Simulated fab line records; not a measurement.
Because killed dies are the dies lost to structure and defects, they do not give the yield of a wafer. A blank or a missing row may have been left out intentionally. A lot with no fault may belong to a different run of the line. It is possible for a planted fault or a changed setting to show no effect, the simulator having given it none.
What tool caused it? / flow nand_harc / Sampling: 12 lots, 36 wafers, 6 of 1159 route steps

WHAT THE GAUGES READ, wafer by wafer
NHARC_A_CONTACT_INSPECT_10. Usual: raw_defect_count 32, standard deviation 13.
lot=L710; measured=day 16 18:43; on=defect_inspect-02; raw_defect_count=41 38 31; flag=
lot=L713; measured=day 17 23:47; on=defect_inspect-02; raw_defect_count=46 48 51; flag=
lot=L714; measured=day 18 18:18; on=defect_inspect-01; raw_defect_count=20 22 28; flag=
lot=L718; measured=day 19 00:12; on=defect_inspect-02; raw_defect_count=18 11 12; flag=
lot=L717; measured=day 19 01:36; on=defect_inspect-01; raw_defect_count=53 43 48; flag=
lot=L719; measured=day 19 10:44; on=defect_inspect-02; raw_defect_count=20 16 13; flag=
lot=L721; measured=day 19 21:30; on=defect_inspect-01; raw_defect_count=10 7 16; flag=
lot=L722; measured=day 19 22:40; on=defect_inspect-02; raw_defect_count=31 34 21; flag=
lot=L724; measured=day 20 21:14; on=defect_inspect-02; raw_defect_count=42 33 43; flag=
lot=L725; measured=day 21 11:25; on=defect_inspect-01; raw_defect_count=34 29 29; flag=
lot=L728; measured=day 21 16:30; on=defect_inspect-01; raw_defect_count=12 20 13; flag=
lot=L732; measured=day 22 16:49; on=defect_inspect-01; raw_defect_count=18 20 12; flag=

NHARC_A_CONTACT_INSPECT_23. Usual: raw_defect_count 404, standard deviation 100.
lot=L710; measured=day 17 06:26; on=defect_inspect-01; raw_defect_count=334 466 377; flag=
lot=L713; measured=day 18 06:22; on=defect_inspect-02; raw_defect_count=436 360 353; flag=
lot=L714; measured=day 19 01:25; on=defect_inspect-02; raw_defect_count=280 490 383; flag=
lot=L718; measured=day 19 08:16; on=defect_inspect-02; raw_defect_count=496 342 472; flag=
lot=L717; measured=day 19 09:25; on=defect_inspect-02; raw_defect_count=400 369 389; flag=
lot=L719; measured=day 19 15:38; on=defect_inspect-01; raw_defect_count=518 622 365; flag=
lot=L721; measured=day 20 07:17; on=defect_inspect-02; raw_defect_count=348 383 602; flag=
lot=L722; measured=day 20 12:19; on=defect_inspect-01; raw_defect_count=2630 2576 2527; flag=OFF
lot=L724; measured=day 21 03:58; on=defect_inspect-01; raw_defect_count=734 315 436; flag=
lot=L725; measured=day 21 20:50; on=defect_inspect-01; raw_defect_count=282 301 449; flag=
lot=L728; measured=day 21 23:13; on=defect_inspect-02; raw_defect_count=2468 1930 2082; flag=OFF
lot=L732; measured=day 23 03:26; on=defect_inspect-01; raw_defect_count=393 300 387; flag=

NHARC_END_SORT_01. Usual: killed_at_array 31, standard deviation 11; killed_at_other 0.5, standard deviation 0.78; killed_at_periphery 3.0, standard deviation 2; killed_dies 34, standard deviation 12; killed_open 3.2, standard deviation 2; killed_short 1.9, standard deviation 1.6.
lot=L710; measured=day 19 13:40; on=prober-01; killed_at_array=39 34 31; killed_at_other=1 0 0; killed_at_periphery=4 7 1; killed_dies=44 41 32; killed_open=8 7 3; killed_short=2 0 1; flag=
lot=L713; measured=day 20 06:50; on=prober-01; killed_at_array=49 49 51; killed_at_other=0 1 1; killed_at_periphery=1 3 3; killed_dies=50 53 55; killed_open=7 3 5; killed_short=0 1 0; flag=
lot=L718; measured=day 21 10:03; on=prober-02; killed_at_array=20 11 14; killed_at_other=0 1 0; killed_at_periphery=1 1 1; killed_dies=21 13 15; killed_open=5 3 0; killed_short=0 1 3; flag=
lot=L722; measured=day 22 15:24; on=prober-01; killed_at_array=673 675 673; killed_at_other=0 1 1; killed_at_periphery=4 1 3; killed_dies=677 677 677; killed_open=2 1 1; killed_short=3 4 3; flag=OFF
lot=L728; measured=day 24 04:29; on=prober-01; killed_at_array=675 529 651; killed_at_other=0 0 0; killed_at_periphery=2 1 2; killed_dies=677 530 653; killed_open=1 4 3; killed_short=5 1 2; flag=OFF
lot=L732; measured=day 25 03:30; on=prober-01; killed_at_array=22 21 15; killed_at_other=0 1 0; killed_at_periphery=0 1 1; killed_dies=22 23 16; killed_open=2 3 3; killed_short=3 2 1; flag=

WHICH TOOL RAN EACH LOT (tool, then ch and the chambers of the sampled wafers, then the start)
lot=L710; NHARC_A_CONTACT_ETCH_137=har_cap_etch-02 ch 0,1, day 16 20:31; NHARC_A_CONTACT_ETCH_110=rie_diel-04 ch 0,1,2, day 16 21:46; NHARC_A_CONTACT_CMP_20=cmp-04 ch 0,1,2, day 17 06:04
lot=L713; NHARC_A_CONTACT_ETCH_137=har_cap_etch-03 ch 0,1, day 18 01:19; NHARC_A_CONTACT_ETCH_110=rie_diel-01 ch 1,3, day 18 02:28; NHARC_A_CONTACT_CMP_20=cmp-01 ch 0,1,2, day 18 05:58
lot=L714; NHARC_A_CONTACT_ETCH_137=har_cap_etch-02 ch 0,1, day 18 19:48; NHARC_A_CONTACT_ETCH_110=rie_diel-03 ch 0,1,3, day 18 20:59; NHARC_A_CONTACT_CMP_20=cmp-03 ch 0,1,2, day 19 01:00
lot=L718; NHARC_A_CONTACT_ETCH_137=har_cap_etch-03 ch 1, day 19 01:43; NHARC_A_CONTACT_ETCH_110=rie_diel-03 ch 0,1,2, day 19 02:51; NHARC_A_CONTACT_CMP_20=cmp-04 ch 0,3, day 19 07:52
lot=L717; NHARC_A_CONTACT_ETCH_137=har_cap_etch-01 ch 0, day 19 03:08; NHARC_A_CONTACT_ETCH_110=rie_diel-01 ch 0,2,3, day 19 04:17; NHARC_A_CONTACT_CMP_20=cmp-04 ch 0,1, day 19 09:01
lot=L719; NHARC_A_CONTACT_ETCH_137=har_cap_etch-01 ch 0,1, day 19 12:17; NHARC_A_CONTACT_ETCH_110=rie_diel-01 ch 0,1,3, day 19 13:29; NHARC_A_CONTACT_CMP_20=cmp-01 ch 0,1, day 19 15:14
lot=L721; NHARC_A_CONTACT_ETCH_137=har_cap_etch-03 ch 0,1, day 19 23:04; NHARC_A_CONTACT_ETCH_110=rie_diel-03 ch 0,2, day 20 00:14; NHARC_A_CONTACT_CMP_20=cmp-04 ch 0,2,3, day 20 06:56
lot=L722; NHARC_A_CONTACT_ETCH_137=har_cap_etch-01 ch 0,1, day 20 00:13; NHARC_A_CONTACT_ETCH_110=rie_diel-03 ch 0,3, day 20 01:20; NHARC_A_CONTACT_CMP_20=cmp-04 ch 0,1, day 20 11:56
lot=L724; NHARC_A_CONTACT_ETCH_137=har_cap_etch-02 ch 1, day 20 22:52; NHARC_A_CONTACT_ETCH_110=rie_diel-03 ch 0,2,3, day 21 00:21; NHARC_A_CONTACT_CMP_20=cmp-03 ch 1,2,3, day 21 03:35
lot=L725; NHARC_A_CONTACT_ETCH_137=har_cap_etch-01 ch 0,1, day 21 13:00; NHARC_A_CONTACT_ETCH_110=rie_diel-04 ch 1,2, day 21 14:18; NHARC_A_CONTACT_CMP_20=cmp-01 ch 2,3, day 21 20:26
lot=L728; NHARC_A_CONTACT_ETCH_137=har_cap_etch-02 ch 0,1, day 21 18:00; NHARC_A_CONTACT_ETCH_110=rie_diel-03 ch 1,2,3, day 21 19:56; NHARC_A_CONTACT_CMP_20=cmp-04 ch 0,1,3, day 21 22:52
lot=L732; NHARC_A_CONTACT_ETCH_137=har_cap_etch-03 ch 0,1, day 22 18:22; NHARC_A_CONTACT_ETCH_110=rie_diel-03 ch 1,2, day 22 19:29; NHARC_A_CONTACT_CMP_20=cmp-01 ch 0,1, day 23 03:02
- NHARC_A_CONTACT_ETCH_137: etches the open film in C4F8/O2/Ar, time 132 s, target depth 1287 nm.
- NHARC_A_CONTACT_ETCH_110: etches the open film in CF4/O2, target depth 50 nm, overetch 5 nm, time 27.5 s.
- NHARC_A_CONTACT_CMP_20: polishes, t overpolish 30 s, target thk 300 nm.

AS READ BY THE TOOLS THEMSELVES (means over the sampled wafers that have a number; for cases with no such wafer, the mark the record gives instead)
NHARC_A_CONTACT_ETCH_110. Usual: drypump_motor_current_A 5.5 A, standard deviation 0.4; oes_product_au 0.996 a.u., standard deviation 0.015; rf_vpp_V 197.5 V, standard deviation 1.2; showerhead_plenum_p_Torr 1.32 Torr, standard deviation 0.051; throttle_valve_pct 13.397 %, standard deviation 0.011.
lot=L710; tool=rie_diel-04; drypump_motor_current_A (A)=5.5; oes_product_au (a.u.)=1.004; rf_vpp_V (V)=197.3; showerhead_plenum_p_Torr (Torr)=1.35; throttle_valve_pct (%)=13.399; flag=
lot=L713; tool=rie_diel-01; drypump_motor_current_A (A)=5.2; oes_product_au (a.u.)=0.999; rf_vpp_V (V)=197.8; showerhead_plenum_p_Torr (Torr)=1.36; throttle_valve_pct (%)=13.383; flag=
lot=L714; tool=rie_diel-03; drypump_motor_current_A (A)=5.4; oes_product_au (a.u.)=0.988; rf_vpp_V (V)=197.1; showerhead_plenum_p_Torr (Torr)=1.31; throttle_valve_pct (%)=13.397; flag=
lot=L718; tool=rie_diel-03; drypump_motor_current_A (A)=5.6; oes_product_au (a.u.)=0.999; rf_vpp_V (V)=196.9; showerhead_plenum_p_Torr (Torr)=1.30; throttle_valve_pct (%)=13.408; flag=
lot=L717; tool=rie_diel-01; drypump_motor_current_A (A)=5.7; oes_product_au (a.u.)=0.999; rf_vpp_V (V)=196.8; showerhead_plenum_p_Torr (Torr)=1.32; throttle_valve_pct (%)=13.397; flag=
lot=L719; tool=rie_diel-01; drypump_motor_current_A (A)=5.4; oes_product_au (a.u.)=0.996; rf_vpp_V (V)=197.6; showerhead_plenum_p_Torr (Torr)=1.34; throttle_valve_pct (%)=13.387; flag=
lot=L721; tool=rie_diel-03; drypump_motor_current_A (A)=5.8; oes_product_au (a.u.)=1.009; rf_vpp_V (V)=195.7; showerhead_plenum_p_Torr (Torr)=1.26; throttle_valve_pct (%)=13.388; flag=
lot=L722; tool=rie_diel-03; drypump_motor_current_A (A)=5.5; oes_product_au (a.u.)=0.970; rf_vpp_V (V)=196.6; showerhead_plenum_p_Torr (Torr)=1.27; throttle_valve_pct (%)=13.396; flag=
lot=L724; tool=rie_diel-03; drypump_motor_current_A (A)=5.7; oes_product_au (a.u.)=0.987; rf_vpp_V (V)=196.8; showerhead_plenum_p_Torr (Torr)=1.27; throttle_valve_pct (%)=13.398; flag=
lot=L725; tool=rie_diel-04; drypump_motor_current_A (A)=5.8; oes_product_au (a.u.)=0.992; rf_vpp_V (V)=196.7; showerhead_plenum_p_Torr (Torr)=1.33; throttle_valve_pct (%)=13.402; flag=
lot=L728; tool=rie_diel-03; drypump_motor_current_A (A)=5.8; oes_product_au (a.u.)=0.996; rf_vpp_V (V)=197.3; showerhead_plenum_p_Torr (Torr)=1.29; throttle_valve_pct (%)=13.401; flag=
lot=L732; tool=rie_diel-03; drypump_motor_current_A (A)=5.7; oes_product_au (a.u.)=1.000; rf_vpp_V (V)=198.1; showerhead_plenum_p_Torr (Torr)=1.32; throttle_valve_pct (%)=13.404; flag=

NHARC_A_CONTACT_CMP_20. Usual: motor_current_A 12.3 A, standard deviation 1; overpolish_run_s 30.000 s, standard deviation 0.0089; slurry_flow_ml_min 150.0, standard deviation 0.48; time_to_endpoint_s 59 s, standard deviation 3.2.
lot=L710; tool=cmp-04; motor_current_A (A)=12.6; overpolish_run_s (s)=30.002; slurry_flow_ml_min=149.9; time_to_endpoint_s (s)=56; flag=
lot=L713; tool=cmp-01; motor_current_A (A)=11.5; overpolish_run_s (s)=29.989; slurry_flow_ml_min=149.8; time_to_endpoint_s (s)=57; flag=
lot=L714; tool=cmp-03; motor_current_A (A)=12.7; overpolish_run_s (s)=29.998; slurry_flow_ml_min=150.1; time_to_endpoint_s (s)=63; flag=
lot=L718; tool=cmp-04; motor_current_A (A)=12.7; overpolish_run_s (s)=29.994; slurry_flow_ml_min=149.8; time_to_endpoint_s (s)=60; flag=
lot=L717; tool=cmp-04; motor_current_A (A)=12.8; overpolish_run_s (s)=30.010; slurry_flow_ml_min=150.1; time_to_endpoint_s (s)=56; flag=
lot=L719; tool=cmp-01; motor_current_A (A)=12.8; overpolish_run_s (s)=29.993; slurry_flow_ml_min=149.4; time_to_endpoint_s (s)=59; flag=
lot=L721; tool=cmp-04; motor_current_A (A)=12.5; overpolish_run_s (s)=29.994; slurry_flow_ml_min=150.2; time_to_endpoint_s (s)=57; flag=
lot=L722; tool=cmp-04; motor_current_A (A)=12.6; overpolish_run_s (s)=0.048; slurry_flow_ml_min=150.4; time_to_endpoint_s (s)=117; flag=OFF
lot=L724; tool=cmp-03; motor_current_A (A)=12.5; overpolish_run_s (s)=29.994; slurry_flow_ml_min=150.4; time_to_endpoint_s (s)=63; flag=
lot=L725; tool=cmp-01; motor_current_A (A)=10.7; overpolish_run_s (s)=30.006; slurry_flow_ml_min=150.0; time_to_endpoint_s (s)=64; flag=
lot=L728; tool=cmp-04; motor_current_A (A)=12.9; overpolish_run_s (s)=0.037; slurry_flow_ml_min=149.7; time_to_endpoint_s (s)=117; flag=OFF
lot=L732; tool=cmp-01; motor_current_A (A)=12.5; overpolish_run_s (s)=30.000; slurry_flow_ml_min=150.2; time_to_endpoint_s (s)=60; flag=

THE ANSWER, worked out from the rows above alone
Rule: a lot counts as off when the mean over its wafers that have a number is more than 3 standard deviations away from the usual mean. Also off: a lot with no number at a reading for which 4 or more lots have one. Where the step has rows for the other lots, those lots are counted as sound. First the gauges in route order, then the tools' own readings, where a lot's mean is used as printed above. At the first step where some lot is off, the reading lying furthest off is the one used; lots without a number count as furthest.
Off at NHARC_A_CONTACT_INSPECT_23 (raw_defect_count): L722, L728.
If a tool, at a process step before that reading, ran all the lots that are off and no sound lot after the first of them, it fits. The gauges at NHARC_A_CONTACT_INSPECT_23 aren't tried: what is off there is off at NHARC_END_SORT_01 too, on other tools, and a gauge's error can't cause that. One fits: NHARC_A_CONTACT_CMP_20 on cmp-04. Its last sound lot is L721 (day 20 06:56), its first lot that is off L722 (day 20 11:56): a fault that began between those two fits.
The tool's own readings at NHARC_A_CONTACT_CMP_20 bear it out: on the lots that are off they differ by more than 5 times the standard deviation of the sound lots' means. overpolish_run_s reads 0.042 s there against 29.998 s on the sound lots; time_to_endpoint_s reads 117 s there against 60 s on the sound lots.

WHAT THE SIMULATOR HAD INSERTED
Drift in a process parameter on cmp-04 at NHARC_A_CONTACT_CMP_20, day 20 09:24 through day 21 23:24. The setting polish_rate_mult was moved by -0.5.
Lots struck among those shown: L722, L728. The rule above reached the same finding.
